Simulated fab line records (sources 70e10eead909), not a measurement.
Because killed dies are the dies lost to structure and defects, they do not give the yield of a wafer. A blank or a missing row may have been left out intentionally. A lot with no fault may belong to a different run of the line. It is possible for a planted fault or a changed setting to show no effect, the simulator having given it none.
fab line records	flow nand-harc
record: lots: 6	wafers: 18	last-day: 30
route steps=1302 shown THIN_TSV@1256 END@1302
lots that met no fault: from a run of the same line without faults
start-h: hours from the record's opening day to when the first of the lot's shown wafers began	wait-h: hours since the lot's step before	" as in the row above	L1.1+2: one row covering several wafers at once	- no value present, or no start provided	* or withheld: withheld	< > ~ a bound
route shown NAME@n: a module of which the file shows steps, and the number in the route of the first	usual: mean/standard deviation of fault-free wafers	same: alike in all rows	chamber/n: place in a boat	sites: per-site readings	_std_site: the values' standard deviation	_edge_site: outer sites' mean less inner sites'	radius-mm: for every site, how far away it sits from the centre of the wafer	mask NAME#n: copy n	behind: the tool/chamber that last shaped the wafer	hold: what put the lot on hold/how long, in hours/how the hold closed	device: which transistor (n, p or np) failed to switch	end of line: tests run on the same wafers once the route is complete	a step without rows: its recipe alone	killed: count of dies lost to structure and defects at first sort (not the wafer's yield)	map: a wafer's dies, marking killed ones x, the rest . and places with no die _
set.NAME: the setting as run; set.NAME@STEP: as run at that earlier step	model.NAME: the simulator's own value behind a step, which no gauge read
certain route steps with their lots: each step a table, each wafer a row
services: the hour from which a tool's chamber was out of use, counted from the record's first day as start-h (under 0 if before that day), plus the number of hours and why
== steps ==
step: NHARC_THIN_TSV_EXPOSE_09
recipe: na: 0.55	dose-mj: 30.7	mask-id: TSV
step: NHARC_THIN_TSV_PEB_10
recipe: peb-temp-c: 118	peb-time-s: 85
step: NHARC_THIN_TSV_DEVELOP_11
recipe: time-s: 70
step: NHARC_THIN_TSV_CD_MEAS_12
recipe: target-cd-nm: 1000	landing-energy-ev: 500
usual: cd-nm: 1000.6/1.7
lot.wafer	tool	chamber	start-h	wait-h	cd-nm
L729.1	cd-sem-01	0	550.85	-	1001.9
L729.4	"	0	"	"	1003.9
L729.5	"	0	"	"	1002.2
L733.4	cd-sem-03	0	615.46	-	1003.6
L733.5	"	0	"	"	1003.1
L733.6	"	0	"	"	1003.8
L734.2	cd-sem-01	0	627.59	-	999.5
L734.4	"	0	"	"	1000.7
L734.5	"	0	"	"	1000.7
L742.3	cd-sem-03	0	692.87	-	1003.6
L742.4	"	0	"	"	1002.8
L742.6	"	0	"	"	1001.9
L740.4	cd-sem-01	0	693.94	-	1001.9
L740.5	"	0	"	"	998.3
L740.6	"	0	"	"	998.9
L743.1	cd-sem-01	0	709.76	-	1002.1
L743.3	"	0	"	"	1000.5
L743.4	"	0	"	"	1004.0
step: NHARC_THIN_TSV_HARDBAKE_13
recipe: temp-c: 125	time-s: 80
step: NHARC_THIN_TSV_DESCUM_14
recipe: time-s: 3	o2-flow-sccm: 200	ar-flow-sccm: 0	bias-power-w: 0	chemistry: O2
step: NHARC_THIN_TSV_ETCH_44
recipe: target-depth-a: 15942	time-s: 797.1	cf4-flow-sccm: 150	o2-flow-sccm: 10	ar-flow-sccm: 0	rf-w: 300	bias-w: 800	chemistry: CF4/O2
step: NHARC_THIN_TSV_ETCH_15
recipe: target-depth-a: 30000	bosch-target-overetch-cycles: 2	bosch-etch-step-s: 2.8	bosch-dep-step-s: 1.2	bosch-cycles: 14
usual: drypump-motor-current-A: 5.9/0.33
same: bosch-cycles: 14
lot.wafer	tool	chamber	start-h	wait-h	drypump-motor-current-A	rf-hours-counter-h
L729.1	rie-si-03	3	551.79	-	6.5	0.9
L729.4	"	1	"	"	5.7	0.9
L729.5	"	3	"	"	6.5	-
L733.4	rie-si-02	1	616.35	-	6.2	-
L733.5	"	2	"	"	5.9	-
L733.6	"	1	"	"	6.1	-
L734.2	rie-si-03	1	628.43	-	5.7	0.3
L734.4	"	2	"	"	6.5	0.4
L734.5	"	3	"	"	6.5	-
L742.4	rie-si-03	0	693.68	-	5.8	0.8
L742.3	"	3	"	"	6.5	0.7
L742.6	"	0	"	"	5.8	-
L740.4	rie-si-01	1	694.78	-	6.0	0.9
L740.5	"	3	"	"	5.5	-
L740.6	"	0	"	"	5.5	-
L743.4	rie-si-02	2	710.58	-	5.9	0.4
L743.3	"	3	"	"	5.5	0.4
L743.1	"	0	"	"	6.1	0.3
step: NHARC_THIN_TSV_CD_MEAS_16
usual: cd-nm: 1000.7/1.7
lot.wafer	tool	chamber	start-h	wait-h	cd-nm
L729.1	cd-sem-01	-	551.93	0.1	1001.8
L729.4	"	-	"	"	1004.2
L729.5	"	-	"	"	1001.5
L733.4	cd-sem-02	-	616.50	0.1	1002.7
L733.5	"	-	"	"	1002.9
L733.6	"	-	"	"	1003.5
L734.2	cd-sem-03	-	628.56	0.1	999.1
L734.4	"	-	"	"	1000.7
L734.5	"	-	"	"	1000.7
L742.3	cd-sem-02	-	693.83	0.1	1003.9
L742.4	"	-	"	"	1003.1
L742.6	"	-	"	"	1002.1
L740.4	cd-sem-02	-	694.91	0.1	1002.4
L740.5	"	-	"	"	998.7
L740.6	"	-	"	"	999.8
L743.1	cd-sem-02	-	710.72	0.1	1001.7
L743.3	"	-	"	"	1000.6
L743.4	"	-	"	"	1003.8
step: NHARC_THIN_TSV_STRIP_45
recipe: power-w: 1500	temp-c: 250	chemistry: O2
step: NHARC_THIN_TSV_STRIP_46
recipe: time-s: 1200	temp-c: 72.5	chemistry: post-etch-residue-remover
step: NHARC_THIN_TSV_DEP_47
recipe: target-thk-a: 2000	temp-c: withheld	pressure-torr: 6.5	rf-w: 900	teos-flow-sccm: 161.4	flow-sccm: 2650	target-thk-nm: 200	gas: O2	material: SiO2
step: NHARC_THIN_TSV_ETCHBACK_48
recipe: target-depth-a: 10285	over-etch-frac: 0.3	time-s: 405.17	ion-energy-ev: 250	c4f8-flow-sccm: withheld	ar-flow-sccm: withheld	rf-w: 600	bias-w: 300	chemistry: C4F8/Ar
usual: chamber-pressure-mTorr: 25.003/0.023	oes-product-au: 0.95/0.033	rf-vpp-V: 545.8/2.8
lot.wafer	tool	chamber	start-h	wait-h	chamber-pressure-mTorr	oes-product-au	rf-hours-counter-h	rf-vpp-V
L729.4	rie-diel-13	1	553.20	-	25.022	0.92	1	544.6
L729.1	"	2	"	"	25.062	0.92	1	547.2
L729.5	"	2	"	"	25.004	0.92	-	545.7
L733.4	rie-diel-01	1	617.77	-	25.003	0.93	5	544.3
L733.5	"	1	"	"	25.011	0.92	-	543.2
L733.6	"	2	"	"	24.991	0.93	-	549.8
L734.2	rie-diel-01	0	629.83	-	25.038	0.92	5	547.2
L734.4	"	3	"	"	25.041	0.92	5	546.0
L734.5	"	0	"	"	24.988	0.92	-	547.3
L742.4	rie-diel-05	0	695.13	-	25.006	0.92	3	551.4
L742.3	"	3	"	"	25.002	0.94	3	546.0
L742.6	"	1	"	"	25.000	0.93	-	542.0
L740.4	rie-diel-01	3	696.18	-	24.996	0.93	8	546.0
L740.5	"	3	"	"	24.974	0.92	-	546.9
L740.6	"	0	"	"	25.018	0.92	-	547.5
L743.1	rie-diel-13	1	711.99	-	24.987	1.01	0	541.8
L743.4	"	3	"	"	25.010	1.00	0	542.2
L743.3	"	0	"	"	25.033	1.00	0	542.9
step: NHARC_THIN_TSV_STRIP_62
recipe: power-w: 1500	temp-c: 250	time-s: 20	chemistry: N2/H2
step: NHARC_THIN_TSV_DEGAS_49
recipe: temp-c: 300	time-s: 120
step: NHARC_THIN_TSV_PRE_CLEAN_50
recipe: time-s: 30	temp-c: 280	gas: H2/He
step: NHARC_THIN_TSV_PVD_19
recipe: target-thk-a: 200	chamber-pressure-pa: 5	material: TaN
usual: throttle-valve-pct: 30.3/0.99
lot.wafer	tool	chamber	start-h	wait-h	throttle-valve-pct
L729.1	pvd-sputter-02	-	-	-	30.9
L729.4	"	-	"	"	30.1
L729.5	"	-	"	"	30.0
L733.4	pvd-sputter-01	-	-	-	28.8
L733.6	"	-	"	"	29.4
L733.5	"	-	"	"	30.1
L734.4	pvd-sputter-02	-	-	-	30.1
L734.2	"	-	"	"	30.2
L734.5	"	-	"	"	30.9
L742.4	pvd-sputter-02	-	-	-	30.8
L742.3	"	-	"	"	30.1
L742.6	"	-	"	"	31.7
L740.4	pvd-sputter-02	-	-	-	31.6
L740.6	"	-	"	"	30.2
L740.5	"	-	"	"	30.6
L743.1	pvd-sputter-01	-	-	-	28.4
L743.3	"	-	"	"	29.5
L743.4	"	-	"	"	30.2
step: NHARC_THIN_TSV_PVD_51
recipe: target-thk-a: 1000	chamber-pressure-pa: 5	material: Cu
step: NHARC_THIN_TSV_ECD_20
recipe: target-thk-a: 20000	material: Cu
step: NHARC_THIN_TSV_ANNEAL_52
recipe: temp-c: 225	time-s: 90
usual: wafer_temp_C_max: 225.71/0.23
lot.wafer	tool	chamber	start-h	wait-h	wafer_temp_C_max
L729.1	rtp-anneal-01	0	554.91	0.6	225.68
L729.4	"	0	"	"	225.76
L729.5	"	0	"	"	225.85
L733.4	rtp-anneal-01	0	619.64	0.6	226.08
L733.5	"	0	"	"	225.84
L733.6	"	0	"	"	225.54
L734.2	rtp-anneal-01	0	631.59	0.7	226.05
L734.4	"	0	"	"	225.47
L734.5	"	0	"	"	225.55
L742.3	rtp-anneal-01	0	696.99	0.4	225.69
L742.4	"	0	"	"	225.91
L742.6	"	0	"	"	225.85
L740.4	rtp-anneal-01	0	698.61	0.6	225.61
L740.5	"	0	"	"	225.95
L740.6	"	0	"	"	225.88
L743.1	rtp-anneal-01	0	713.70	0.6	225.65
L743.3	"	0	"	"	225.41
L743.4	"	0	"	"	225.55
step: NHARC_THIN_TSV_CMP_21
recipe: t-overpolish-s: 30	target-thk-nm: 2000
step: NHARC_THIN_TSV_SRD_23
step: NHARC_THIN_TSV_DEGAS_53
recipe: temp-c: 300	time-s: 60
step: NHARC_THIN_TSV_PRE_CLEAN_54
recipe: time-s: 30	temp-c: 280	gas: H2/He
usual: heater-power-w: 413/34
lot.wafer	tool	chamber	start-h	wait-h	heater-power-w
L729.4	pvd-sputter-01	-	555.80	0.1	382
L729.1	"	-	"	"	395
L729.5	"	-	"	"	424
L733.4	pvd-sputter-03	-	620.39	0.1	374
L733.6	"	-	"	"	457
L733.5	"	-	"	"	436
L734.2	pvd-sputter-01	-	632.43	0.1	410
L734.4	"	-	"	"	377
L734.5	"	-	"	"	465
L742.4	pvd-sputter-01	-	697.78	0.1	385
L742.3	"	-	"	"	400
L742.6	"	-	"	"	377
L740.4	pvd-sputter-02	-	699.35	0.1	451
L740.6	"	-	"	"	355
L740.5	"	-	"	"	433
L743.3	pvd-sputter-03	-	714.58	0.1	402
L743.4	"	-	"	"	435
L743.1	"	-	"	"	355
step: NHARC_THIN_TSV_PVD_55
recipe: target-thk-a: 500	material: TiN
step: NHARC_THIN_TSV_PVD_24
recipe: target-thk-a: 8000	power-w: withheld	chamber-pressure-pa: withheld	substrate-temp-c: withheld	time-s: withheld	gas: Ar	material: Al
step: NHARC_THIN_TSV_DEHYDRATE_25
recipe: temp-c: 150	time-s: 120
step: NHARC_THIN_TSV_HMDS_26
recipe: time-s: 30
step: NHARC_THIN_TSV_COAT_27
recipe: spin-rpm: *
step: NHARC_THIN_TSV_SOFTBAKE_28
recipe: temp-c: 122	time-s: 95
step: NHARC_THIN_TSV_EBR_29
step: NHARC_THIN_TSV_EXPOSE_30
recipe: na: 0.55	dose-mj: 11.47	mask-id: PAD
step: NHARC_THIN_TSV_PEB_31
recipe: peb-temp-c: 118	peb-time-s: 85
step: NHARC_THIN_TSV_DEVELOP_32
recipe: time-s: 70
step: NHARC_THIN_TSV_CD_MEAS_33
recipe: target-cd-nm: 5000	landing-energy-ev: 500
usual: cd-nm: 4999.5/1.2
lot.wafer	tool	chamber	start-h	wait-h	cd-nm
L729.1	cd-sem-01	0	556.85	-	4999.0
L729.4	"	0	"	"	4999.3
L729.5	"	0	"	"	5000.2
L733.4	cd-sem-01	0	621.33	-	4999.1
L733.5	"	0	"	"	4998.6
L733.6	"	0	"	"	4996.4
L734.2	cd-sem-02	0	633.37	-	4996.9
L734.4	"	0	"	"	4998.5
L734.5	"	0	"	"	4998.8
L742.3	cd-sem-03	0	698.94	-	5000.8
L742.4	"	0	"	"	5000.8
L742.6	"	0	"	"	4999.8
L740.4	cd-sem-02	0	700.28	-	4999.4
L740.5	"	0	"	"	4997.8
L740.6	"	0	"	"	5000.6
L743.1	cd-sem-03	0	715.64	-	4999.1
L743.3	"	0	"	"	4999.9
L743.4	"	0	"	"	4998.8
step: NHARC_THIN_TSV_HARDBAKE_34
recipe: temp-c: 125	time-s: 80
step: NHARC_THIN_TSV_DESCUM_35
recipe: time-s: 3	o2-flow-sccm: 200	ar-flow-sccm: 0	bias-power-w: 0	chemistry: O2
step: NHARC_THIN_TSV_ETCH_59
recipe: target-depth-a: 8800	icp-w: 900	bias-w: 100	Cl2_flow_sccm: 60	bcl3-flow-sccm: 30	time-s: 138.1	chemistry: Cl2/BCl3
usual: chamber-pressure-mTorr: 10.000/0.0089	drypump-motor-current-A: 5.4/0.46	oes-product-au: 1.002/0.0083	throttle-valve-pct: 22.264/0.01
lot.wafer	tool	chamber	start-h	wait-h	chamber-pressure-mTorr	drypump-motor-current-A	oes-product-au	rf-hours-counter-h	throttle-valve-pct
L729.1	rie-metal-01	0	557.17	0.1	10.002	5.0	1.001	2.7	22.258
L729.4	"	1	"	"	10.002	4.7	1.004	-	22.254
L729.5	"	1	"	"	10.005	4.7	1.012	-	22.268
L733.4	rie-metal-02	1	621.72	0.2	10.004	5.6	0.991	-	22.270
L733.5	"	0	"	"	10.005	6.0	1.008	-	22.258
L733.6	"	1	"	"	10.007	5.6	0.984	-	22.264
L734.2	rie-metal-01	0	633.68	0.1	10.018	4.9	0.994	0.8	22.278
L734.4	"	1	"	"	10.011	4.7	1.006	-	22.263
L734.5	"	0	"	"	10.005	4.9	1.001	-	22.273
L742.4	rie-metal-02	0	699.29	0.2	9.994	6.0	1.024	-	22.251
L742.3	"	1	"	"	9.992	5.6	1.003	-	22.266
L742.6	"	0	"	"	10.000	6.0	1.026	-	22.260
L740.4	rie-metal-01	0	700.63	0.2	10.006	5.0	0.997	-	22.276
L740.5	"	0	"	"	10.006	5.0	1.005	-	22.258
L740.6	"	1	"	"	10.006	4.7	1.001	-	22.273
L743.1	rie-metal-01	1	715.97	0.1	9.985	4.7	1.008	1.8	22.273
L743.4	"	0	"	"	9.996	4.9	0.999	-	22.263
L743.3	"	1	"	"	10.014	4.7	1.000	-	22.268
step: NHARC_THIN_TSV_ETCH_36
recipe: target-depth-a: 650	over-etch-frac: 0.3	time-s: 18.571	ion-energy-ev: 150	chemistry: Cl2/BCl3
step: NHARC_THIN_TSV_STRIP_56
recipe: power-w: 1500	temp-c: 250	chemistry: O2
step: NHARC_THIN_TSV_STRIP_57
recipe: time-s: 1200	temp-c: 72.5	chemistry: post-etch-residue-remover
step: NHARC_END_SORT_01
recipe: temp-c: 25
usual: defect-limited-yield: 90.8/2.2	killed-at-array: 58/15	killed-at-other: 0.8/1.2	killed-at-periphery: 3.5/2.5	killed-dies: 62/15	killed-open: 3.2/1.7	killed-short: 2.4/1.5
same: gross-dies: 677
lot.wafer	tool	chamber	start-h	wait-h	defect-limited-yield[%]	killed-at-array	killed-at-other	killed-at-periphery	killed-dies	killed-open	killed-short
L729.1	prober-01	0	565.98	2.5	90.4	58	0	7	65	3	3
L729.4	prober-01	0	568.40	3.4	89.1	69	0	5	74	1	4
L729.5	prober-01	0	569.20	3.7	91.1	55	0	5	60	3	4
L733.4	prober-02	0	633.99	3.4	82.3	42	76	2	120	3	1
L733.5	prober-02	0	634.79	3.7	82.9	34	79	3	116	2	1
L733.6	prober-02	0	635.60	4.0	84.5	49	55	1	105	3	1
L734.2	prober-02	0	644.93	2.8	77.3	61	89	4	154	3	5
L734.4	prober-02	0	646.54	3.4	83.2	26	83	5	114	3	2
L734.5	prober-02	0	647.34	3.7	77.7	58	87	6	151	3	3
L742.3	prober-01	0	709.57	3.1	90.3	60	2	4	66	6	6
L742.4	prober-01	0	710.36	3.4	92.2	51	0	2	53	4	2
L742.6	prober-01	0	711.94	4.0	90.5	61	1	2	64	2	3
L740.4	prober-02	0	710.46	3.4	94.8	28	0	7	35	2	4
L740.5	prober-02	0	711.26	3.7	94.8	30	0	5	35	3	6
L740.6	prober-02	0	712.06	4.0	95.6	27	0	3	30	2	1
L743.1	prober-02	0	723.47	2.5	86.7	89	0	1	90	2	3
L743.3	prober-02	0	725.09	3.1	89.4	67	2	3	72	4	3
L743.4	prober-02	0	725.90	3.4	88.8	72	0	4	76	0	4
killed by level:class
L729.1 A_CHANNEL_HOLE_D1:chamber-film-flake=32 A_SLIT:chamber-film-flake=20 P_CONTACT:chamber-film-flake=2 P_M2:chamber-film-flake=2 A_CHANNEL_HOLE_D2:chamber-film-flake=2 P_CONTACT:geometric-particle:open=1 P_M0:geometric-particle:open=1 P_M1:geometric-particle:short=1
L729.4 A_CHANNEL_HOLE_D1:chamber-film-flake=32 A_SLIT:chamber-film-flake=20 A_CONTACT:chamber-film-flake=5 A_CHANNEL_HOLE_D2:chamber-film-flake=4 A_CHANNEL_FILL_D1:geometric-particle:short=2 P_M2:chamber-film-flake=2 A_CHANNEL_FILL_D1:chamber-film-flake=2 P_M0:geometric-particle:open=1
L729.5 A_CHANNEL_HOLE_D1:chamber-film-flake=26 A_SLIT:chamber-film-flake=15 A_CHANNEL_HOLE_D2:chamber-film-flake=5 A_CONTACT:chamber-film-flake=4 P_M2:chamber-film-flake=3 P_CONTACT:geometric-particle:open=1 P_M2:geometric-particle:short=1 A_ONON_D1:geometric-particle:open=1
L733.4 THIN_TSV:unspecified=76 A_SLIT:chamber-film-flake=28 A_CONTACT:chamber-film-flake=4 A_CHANNEL_HOLE_D2:chamber-film-flake=2 A_STAIRCASE:chamber-film-flake=2 A_ONON_D1:geometric-particle:open=1 A_ONON_D1:geometric-particle:short=1 A_SGD_CUT:geometric-particle:open=1
L733.5 THIN_TSV:unspecified=79 A_SLIT:chamber-film-flake=20 A_CHANNEL_HOLE_D1:chamber-film-flake=5 A_CHANNEL_HOLE_D2:chamber-film-flake=4 A_CONTACT:chamber-film-flake=3 P_GATE:chamber-film-flake=2 P_CONTACT:geometric-particle:open=1 A_WL_FILL:geometric-particle:short=1
L733.6 THIN_TSV:unspecified=53 A_SLIT:chamber-film-flake=28 A_CONTACT:chamber-film-flake=8 A_CHANNEL_HOLE_D2:chamber-film-flake=5 A_CHANNEL_HOLE_D1:chamber-film-flake=2 A_WL_FILL:chamber-film-flake=2 A_CHANNEL_FILL_D1:geometric-particle:short=1 A_BLC:geometric-particle:open=1
L734.2 THIN_TSV:unspecified=87 A_CHANNEL_HOLE_D2:chamber-film-flake=32 A_STAIRCASE:chamber-film-flake=8 A_CONTACT:chamber-film-flake=6 A_SLIT:chamber-film-flake=3 P_ZERO_WELL:chamber-film-flake=2 A_CHANNEL_FILL_D2:chamber-film-flake=2 THIN_TSV:chamber-film-flake=2
L734.4 THIN_TSV:unspecified=83 A_CONTACT:chamber-film-flake=8 A_STAIRCASE:chamber-film-flake=6 A_CHANNEL_HOLE_D2:chamber-film-flake=4 P_ZERO_WELL:chamber-film-flake=3 A_SLIT:chamber-film-flake=3 P_M0:geometric-particle:open=2 A_CHANNEL_HOLE_D1:chamber-film-flake=2
L734.5 THIN_TSV:unspecified=87 A_CHANNEL_HOLE_D2:chamber-film-flake=31 A_STAIRCASE:chamber-film-flake=8 A_CHANNEL_HOLE_D1:chamber-film-flake=5 P_ZERO_WELL:chamber-film-flake=3 A_CONTACT:chamber-film-flake=3 A_M1:chamber-film-flake=3 A_ONON_D2:geometric-particle:short=2
L742.3 A_SLIT:chamber-film-flake=34 A_CHANNEL_HOLE_D1:chamber-film-flake=5 A_SGD_CUT:chamber-film-flake=5 A_ONON_D1:geometric-particle:open=2 A_WL_FILL:geometric-particle:short=2 P_GATE:chamber-film-flake=2 THIN_TSV:chamber-film-flake=2 P_STI:geometric-particle:short=1
L742.4 A_SLIT:chamber-film-flake=28 A_CHANNEL_HOLE_D1:chamber-film-flake=7 A_CHANNEL_FILL_D2:chamber-film-flake=3 A_STAIRCASE:chamber-film-flake=3 A_SGD_CUT:chamber-film-flake=3 A_DECK1_JOINT:geometric-particle:open=2 P_GATE:geometric-particle:short=1 A_CHANNEL_FILL_D1:geometric-particle:open=1
L740.4 A_CONTACT:chamber-film-flake=5 A_CHANNEL_HOLE_D1:chamber-film-flake=4 A_SLIT:chamber-film-flake=4 P_GATE:chamber-film-flake=3 A_CHANNEL_FILL_D2:chamber-film-flake=3 A_DECK1_JOINT:geometric-particle:short=2 A_CHANNEL_FILL_D1:chamber-film-flake=2 A_CHANNEL_HOLE_D2:chamber-film-flake=2
L740.5 A_CHANNEL_HOLE_D1:chamber-film-flake=7 A_SLIT:chamber-film-flake=4 A_CHANNEL_FILL_D2:geometric-particle:short=3 A_CHANNEL_FILL_D1:chamber-film-flake=3 A_DECK1_JOINT:chamber-film-flake=3 A_CONTACT:chamber-film-flake=3 P_GATE:chamber-film-flake=2 P_M0:geometric-particle:open=1
L742.6 A_SLIT:chamber-film-flake=30 A_CHANNEL_HOLE_D1:chamber-film-flake=10 A_SGD_CUT:chamber-film-flake=9 A_STAIRCASE:chamber-film-flake=4 A_CONTACT:chamber-film-flake=2 A_ONON_D1:geometric-particle:open=1 A_ONON_D2:geometric-particle:short=1 A_ONON_D2:geometric-particle:open=1
L740.6 A_CHANNEL_HOLE_D1:chamber-film-flake=9 A_CONTACT:chamber-film-flake=6 A_SLIT:chamber-film-flake=4 A_WL_FILL:chamber-film-flake=3 A_CHANNEL_FILL_D2:geometric-particle:open=2 A_DECK1_JOINT:geometric-particle:short=1 P_STI:chamber-film-flake=1 P_GATE:chamber-film-flake=1
L743.1 A_SLIT:chamber-film-flake=41 A_CHANNEL_HOLE_D1:chamber-film-flake=34 A_SGD_CUT:chamber-film-flake=3 A_CHANNEL_FILL_D2:chamber-film-flake=2 A_WL_FILL:chamber-film-flake=2 A_BONDPAD:chamber-film-flake=2 A_CHANNEL_HOLE_D1:geometric-particle:short=1 A_CHANNEL_FILL_D1:geometric-particle:open=1
L743.3 A_CHANNEL_HOLE_D1:chamber-film-flake=29 A_SLIT:chamber-film-flake=23 A_STAIRCASE:chamber-film-flake=3 A_ONON_D1:geometric-particle:open=2 A_CHANNEL_FILL_D2:chamber-film-flake=2 A_BONDPAD:chamber-film-flake=2 THIN_TSV:chamber-film-flake=2 P_M1:geometric-particle:short=1
L743.4 A_SLIT:chamber-film-flake=36 A_CHANNEL_HOLE_D1:chamber-film-flake=30 P_CONTACT:geometric-particle:short=1 P_M0:geometric-particle:short=1 A_DECK1_JOINT:geometric-particle:short=1 A_CHANNEL_FILL_D2:geometric-particle:short=1 P_STI:chamber-film-flake=1 P_GATE:chamber-film-flake=1
map L733.4 (x killed, . not)
____________.____________
_________......._________
_______..........._______
______x............______
_____..............._____
____.................____
____.......x.........____
___.....x............x___
___......x............___
__....x....xxxx........__
__.........xxxxx.......__
_...........xxxx........_
_..........x.x.........._
_...x.x....xxxx.x......._
_............xxxx.x....._
_..........x.xx........._
.........................
............x............
.........................
.........................
.........................
_......................._
_......................._
_......................._
_.......x......x........_
_.........xxxx.........._
__........xxx..........__
__.........xxxxx.......__
___.......xxxxxxxx....___
___......xxxxxxxx.....___
____....xxxxxxxxx....____
____....xxxxxxxxxx...____
_____.x..xxxxxxxx..._____
______..xxxxxxxx...______
_______.xxxxxxxxx._______
_________xxxxxxx_________
____________x____________
map L734.2 (x killed, . not)
____________.____________
_________.x....._________
_______..........x_______
______.............______
_____..............._____
____...........x.....____
____.........x.......____
___.................xx___
___........x..x.xxx.x.___
__............x.xxxx..x__
__............x.xxxxx..__
_......x.......xxxxxxxx._
_.............xxxxxxxx.._
_..............xxxxxxx.._
_............x.xxxxxxxx._
_..............xxxxxxxx._
......x........xxxxxxxxx.
..............xxxxxxxxx..
..x...x.......xxxxxxxx...
x...............xxxxx....
.......x.........xxx.....
_........x.........x..x._
_......xxx.............._
_.........x.x..........._
_.....x.xx..x..........._
_..........xx........x.x_
__.....xx.x............__
__.x...xxxxx...........__
___x.x.xxxxx.x........___
___....xxxxx..........___
____.....xxx.........____
____..x...xxx........____
_____xx....x........_____
______x............______
_______x.........._______
_________......._________
____________.____________
== services ==
tool	chamber	start-h	hours	kind
pvd-sputter-03	-	530.02	2.3	repair
rie-diel-13	-	541.21	0.1	repair
rie-diel-13	1	547.43	2.7	repair
rie-diel-01	2	548.55	2.6	repair
pvd-sputter-02	-	552.91	0.8	repair
rie-diel-01	-	557.82	9.0	pm
rie-diel-01	0	568.45	6.7	repair
rie-metal-01	-	575.00	9.0	pm
rie-si-03	-	575.00	9.0	pm
rie-diel-13	2	577.55	21.9	repair
pvd-sputter-01	-	580.46	1.2	repair
pvd-sputter-01	-	584.16	10.0	pm
rie-si-02	3	610.10	14.8	repair
rie-si-02	0	613.19	7.7	repair
rie-si-02	2	616.61	6.9	repair
rie-diel-01	0	618.00	2.5	repair
rie-metal-02	-	620.23	0.6	repair
pvd-sputter-03	-	625.27	1.1	repair
rie-metal-02	-	631.00	9.0	pm
rie-si-03	-	633.55	0.1	repair
pvd-sputter-02	-	634.13	6.8	repair
pvd-sputter-01	-	667.92	2.1	repair
rie-diel-01	-	711.71	1.4	repair
pvd-sputter-01	-	714.06	1.1	repair
== key ==
first-sign: step: NHARC_END_SORT_01	reading: killed-at-other	direction: up	sigmas: 64	usual: 0.8	struck: 78.2
effect: step: NHARC_END_SORT_01	reading: defect-limited-yield	direction: down	sigmas: 4.3	usual: 90.8	struck: 81.3
more-kills-born-at: NHARC_THIN_TSV_ETCHBACK_48@rie-diel-01: 465
met-at NHARC_THIN_TSV_ETCHBACK_48
struck-wafers L733.4,L733.5,L733.6,L734.2,L734.4,L734.5
fault: kind: chamber-particle-source	tool: rie-diel-01	chamber: -	onset-h: 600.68	steps: NHARC_THIN_TSV_ETCHBACK_48	rate-per-visit-cm2: 1.1005	end-h: 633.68
